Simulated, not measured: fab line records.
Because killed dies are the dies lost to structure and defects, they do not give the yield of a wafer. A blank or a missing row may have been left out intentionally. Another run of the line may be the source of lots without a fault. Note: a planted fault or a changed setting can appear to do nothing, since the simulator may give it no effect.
Which tool did it? ; flow n5 finfet ; 24 wafers from 8 lots sampled at 6 of the route's 1938 steps

## WHAT EACH GAUGE READ, for each wafer
N5_BEOL_M4_RC_MEAS_101. Usual: DIBL_N 35.9 mV/V, standard deviation 2.5; DIBL_P 36.0 mV/V, standard deviation 3; IOFF_N 0.16 nA/um, standard deviation 0.047; IOFF_P 0.21 nA/um, standard deviation 0.047; ION_N 671 uA/um, standard deviation 14; ION_P 460 uA/um, standard deviation 8.8; SS_N 71.5 mV/dec, standard deviation 0.73; SS_P 73.2 mV/dec, standard deviation 0.91; VT_N 250 mV, standard deviation 4.3; VT_P -251 mV, standard deviation 3.6.
lot;measured;on;DIBL_N (mV/V);DIBL_P (mV/V);IOFF_N (nA/um);IOFF_P (nA/um);ION_N (uA/um);ION_P (uA/um);SS_N (mV/dec);SS_P (mV/dec);VT_N (mV);VT_P (mV);flag
L396;day 7 18:34;prober-02;34.8 37.7 34.1;34.4 37.2 33.6;0.14 0.20 0.14;0.19 0.22 0.17;662 679 653;453 465 444;71.0 72.4 70.5;73.3 73.2 72.7;250 245 249;-254 -251 -256;
L398;day 8 14:56;prober-02;39.5 36.4 35.5;41.7 37.2 36.5;0.27 0.17 0.18;0.31 0.23 0.23;692 671 690;472 465 472;72.5 72.1 71.3;74.9 73.7 74.1;240 247 243;-245 -248 -249;
L408;day 11 02:31;prober-01;37.4 31.7 41.4;36.6 30.3 41.5;0.15 0.09 0.27;0.22 0.13 0.27;652 658 695;455 451 458;71.4 70.4 72.6;73.4 72.4 74.5;252 256 242;-252 -260 -251;
L410;day 11 03:08;prober-02;37.2 36.7 33.2;37.0 37.9 33.6;0.18 0.17 0.12;0.18 0.22 0.15;670 678 664;450 458 462;71.4 71.9 70.7;72.8 74.4 72.6;248 247 253;-253 -252 -255;
L415;day 12 16:28;prober-01;36.5 38.0 37.2;36.7 36.8 38.1;0.16 0.18 0.17;0.22 0.21 0.25;681 690 676;465 461 468;70.9 71.8 72.1;73.4 73.0 73.2;250 250 250;-249 -252 -249;
L417;day 13 03:22;prober-01;35.8 38.1 35.3;35.4 37.6 34.9;0.17 0.18 0.15;0.22 0.23 0.22;684 678 655;471 467 456;71.1 72.0 71.4;73.1 73.7 73.0;249 250 251;-247 -249 -249;
L418;day 13 12:14;prober-02;35.0 34.7 32.9;35.1 34.8 32.7;0.13 0.15 0.10;0.19 0.19 0.16;655 681 656;452 468 455;71.1 71.2 71.0;72.8 73.5 72.0;255 251 259;-252 -250 -254;
L419;day 13 12:32;prober-01;35.2 39.7 33.6;33.5 39.0 33.2;0.12 0.20 0.11;0.16 0.25 0.16;668 673 664;458 457 462;71.1 73.0 70.8;73.0 74.5 72.2;254 249 253;-252 -250 -254;

N5_BEOL_M6_OCD_MEAS_38. Usual: trench depth nm 93.2 nm, standard deviation 1.9.
lot;measured;on;trench depth nm (nm);flag
L396;day 8 12:00;ocd-01;95.7 92.6 92.3;
L398;day 9 07:05;ocd-02;96.3 94.1 95.1;
L408;day 11 22:53;ocd-02;0.2 0.1 0.2;OFF
L410;day 11 22:27;ocd-01;0 0.2 0.2;OFF
L415;day 13 12:16;ocd-01;92.4 94.0 92.0;
L417;day 13 23:49;ocd-01;95.0 91.1 91.1;
L418;day 14 05:55;ocd-02;92.9 95.6 93.6;
L419;day 14 06:20;ocd-01;95.7 91.6 94.9;

## EACH LOT AND THE TOOL THAT RAN IT (in order: tool; ch and the chambers of the sampled wafers; start)
lot;N5_BEOL_M6_ETCH_65;N5_BEOL_M6_STRIP_36;N5_BEOL_M6_TRENCH_ETCH_37;N5_BEOL_M6_STRIP_80
L396;rie diel-03 ch 0,1, day 8 11:37;rie diel-03 ch 0,1, day 8 11:48;rie diel-03 ch 0,1, day 8 11:50;rie diel-03 ch 0,1, day 8 12:00 or earlier
L398;rie diel-02 ch 1,3, day 9 06:42;rie diel-02 ch 1,3, day 9 06:53;rie diel-02 ch 1,3, day 9 06:55;rie diel-02 ch 1,3, day 9 07:05 or earlier
L408;rie diel-02 ch 0,1,2, day 11 22:30;rie diel-02 ch 0,1,2, day 11 22:41;rie diel-02 ch 0,1,2, day 11 22:43;rie diel-02 ch 0,1,2, day 11 22:53 or earlier
L410;rie diel-03 ch 0,1,3, day 11 22:05;rie diel-03 ch 0,1,3, day 11 22:16;rie diel-03 ch 0,1,3, day 11 22:18;rie diel-03 ch 0,1,3, day 11 22:27 or earlier
L415;rie diel-03 ch 1,2,3, day 13 11:53;rie diel-03 ch 1,2,3, day 13 12:04;rie diel-03 ch 1,2,3, day 13 12:07;rie diel-03 ch 1,2,3, day 13 12:16 or earlier
L417;rie diel-03 ch 0,1,3, day 13 23:26;rie diel-03 ch 0,1,3, day 13 23:37;rie diel-03 ch 0,1,3, day 13 23:40;rie diel-03 ch 0,1,3, day 13 23:49 or earlier
L418;rie diel-02 ch 1,2, day 14 05:32;rie diel-02 ch 1,2, day 14 05:43;rie diel-02 ch 1,2, day 14 05:46;rie diel-02 ch 1,2, day 14 05:55 or earlier
L419;rie diel-03 ch 0,1, day 14 05:58;rie diel-03 ch 0,1, day 14 06:09;rie diel-03 ch 0,1, day 14 06:11;rie diel-03 ch 0,1, day 14 06:20 or earlier
- N5_BEOL_M6_ETCH_65: etches SiARC in CF4, target depth 15.6 nm, time 26 s.
- N5_BEOL_M6_STRIP_36: strips in N2/H2.
- N5_BEOL_M6_TRENCH_ETCH_37: etches SiCOH lowk in C4F6/O2, target depth 94.435 nm, time 31.5 s.
- N5_BEOL_M6_STRIP_80: strips in N2/H2, time 10 s.

## AS READ BY THE TOOLS THEMSELVES (means over the sampled wafers that have a number; for cases with no such wafer, the mark the record gives instead)
N5_BEOL_M6_ETCH_65. Usual: bias w 36.00 W, standard deviation 0.1; cf4 flow sccm 100.0 sccm, standard deviation 0.3; drypump motor current A 5.6 A, standard deviation 0.3; etch rf on time s 26.4 s, standard deviation 0.8; oes product au 0.68 a.u., standard deviation 0.064; rf vpp V 184.0 V, standard deviation 1; showerhead plenum p Torr 2.12 Torr, standard deviation 0.058; throttle valve pct 15.56 %, standard deviation 0.22.
lot;tool;bias w (W);cf4 flow sccm (sccm);drypump motor current A (A);etch rf on time s (s);oes product au (a.u.);rf vpp V (V);showerhead plenum p Torr (Torr);throttle valve pct (%);flag
L396;rie diel-03;35.98;100.0;5.2;26.4;0.65;183.8;2.11;15.52;
L398;rie diel-02;35.87;99.8;5.4;26.1;0.68;183.5;2.08;15.85;
L408;rie diel-02;35.96;100.1;5.5;26.5;0.60;182.9;2.07;15.97;
L410;rie diel-03;35.98;100.2;5.4;26.2;0.68;185.2;2.12;15.42;
L415;rie diel-03;36.02;100.0;5.6;27.2;0.65;184.2;2.11;15.56;
L417;rie diel-03;35.91;100.2;5.4;26.5;0.66;183.7;2.11;15.46;
L418;rie diel-02;35.98;99.9;5.4;25.9;0.67;183.8;2.07;15.88;
L419;rie diel-03;35.90;100.1;5.2;25.8;0.72;183.9;2.14;15.32;

N5_BEOL_M6_STRIP_36. Usual: drypump motor current A 5.57 A, standard deviation 0.3; oes product au 0.80 a.u., standard deviation 0.075; rf vpp V 59.1 V, standard deviation 1.5; showerhead plenum p Torr 2.50 Torr, standard deviation 0.074; throttle valve pct 23.6 %, standard deviation 0.43.
lot;tool;drypump motor current A (A);oes product au (a.u.);rf vpp V (V);showerhead plenum p Torr (Torr);throttle valve pct (%);flag
L396;rie diel-03;5.17;0.76;59.2;2.49;23.2;
L398;rie diel-02;5.43;0.80;58.4;2.47;24.1;
L408;rie diel-02;5.52;0.70;58.6;2.45;24.3;
L410;rie diel-03;5.42;0.81;60.8;2.51;23.3;
L415;rie diel-03;5.61;0.77;59.0;2.48;23.4;
L417;rie diel-03;5.41;0.78;57.8;2.50;23.3;
L418;rie diel-02;5.36;0.78;59.1;2.45;24.0;
L419;rie diel-03;5.14;0.83;60.3;2.53;23.1;

N5_BEOL_M6_TRENCH_ETCH_37. Usual: C4F6_flow_sccm 10.00 sccm, standard deviation 0.03; O2_flow_sccm 10.003 sccm, standard deviation 0.028; drypump motor current A 5.6 A, standard deviation 0.3; oes_ar_750_au 0.80 a.u., standard deviation 0.072; oes product au 0.80 a.u., standard deviation 0.074; rf vpp V 667 V, standard deviation 18; showerhead plenum p Torr 2.81 Torr, standard deviation 0.081; throttle valve pct 20.83 %, standard deviation 0.24.
lot;tool;C4F6_flow_sccm (sccm);O2_flow_sccm (sccm);drypump motor current A (A);oes_ar_750_au (a.u.);oes product au (a.u.);rf vpp V (V);showerhead plenum p Torr (Torr);throttle valve pct (%);flag
L396;rie diel-03;10.02;9.992;5.2;0.76;0.77;679;2.80;20.74;
L398;rie diel-02;10.00;10.001;5.4;0.80;0.81;686;2.78;21.34;
L408;rie diel-02;-;-;-;-;-;-;-;-;OFF
L410;rie diel-03;-;-;-;-;-;-;-;-;OFF
L415;rie diel-03;9.99;9.985;5.6;0.75;0.76;675;2.80;20.79;
L417;rie diel-03;10.03;10.007;5.4;0.78;0.77;669;2.81;20.72;
L418;rie diel-02;10.00;10.019;5.4;0.79;0.78;675;2.76;21.31;
L419;rie diel-03;9.96;9.971;5.1;0.84;0.84;677;2.84;20.60;

N5_BEOL_M6_STRIP_80. Usual: drypump motor current A 5.6 A, standard deviation 0.3; oes product au 0.80 a.u., standard deviation 0.074; rf vpp V 59.2 V, standard deviation 0.87; showerhead plenum p Torr 2.50 Torr, standard deviation 0.074; throttle valve pct 23.6 %, standard deviation 0.43.
lot;tool;drypump motor current A (A);oes product au (a.u.);rf vpp V (V);showerhead plenum p Torr (Torr);throttle valve pct (%);flag
L396;rie diel-03;5.2;0.76;60.2;2.49;23.2;
L398;rie diel-02;5.4;0.80;59.5;2.47;24.2;
L408;rie diel-02;5.5;0.70;59.6;2.45;24.3;
L410;rie diel-03;5.4;0.81;59.2;2.51;23.3;
L415;rie diel-03;5.6;0.77;59.0;2.48;23.4;
L417;rie diel-03;5.4;0.78;60.3;2.50;23.3;
L418;rie diel-02;5.4;0.78;59.0;2.45;24.1;
L419;rie diel-03;5.1;0.84;60.4;2.53;23.1;

## THE ANSWER, worked out from the rows above alone
Rule: lot off if the mean of its wafers having a number is beyond 3 standard deviations from the usual mean. Also off: a lot with no number at a reading for which 4 or more lots have one. Any other lot the step has rows for is counted as sound. First the gauges in route order, then the tools' own readings, where a lot's mean is used as printed above. At the first step where some lot is off, the reading lying furthest off is the one used; lots without a number count as furthest.
Off, at N5_BEOL_M6_OCD_MEAS_38 on trench depth nm: L408, L410.
If a tool, at a process step before that reading, ran all the lots that are off and no sound lot after the first of them, it fits. The gauges at N5_BEOL_M6_OCD_MEAS_38 aren't tried: what is off there is off at N5_BEOL_M6_TRENCH_ETCH_37 too, on other tools, and a gauge's error can't cause that. N5_BEOL_M6_STRIP_80 gives no start for some lots, so the hours and the order of its lots are those of N5_BEOL_M6_OCD_MEAS_38. No candidate that was tried fits.

## WHAT THE SIMULATOR HAD INSERTED
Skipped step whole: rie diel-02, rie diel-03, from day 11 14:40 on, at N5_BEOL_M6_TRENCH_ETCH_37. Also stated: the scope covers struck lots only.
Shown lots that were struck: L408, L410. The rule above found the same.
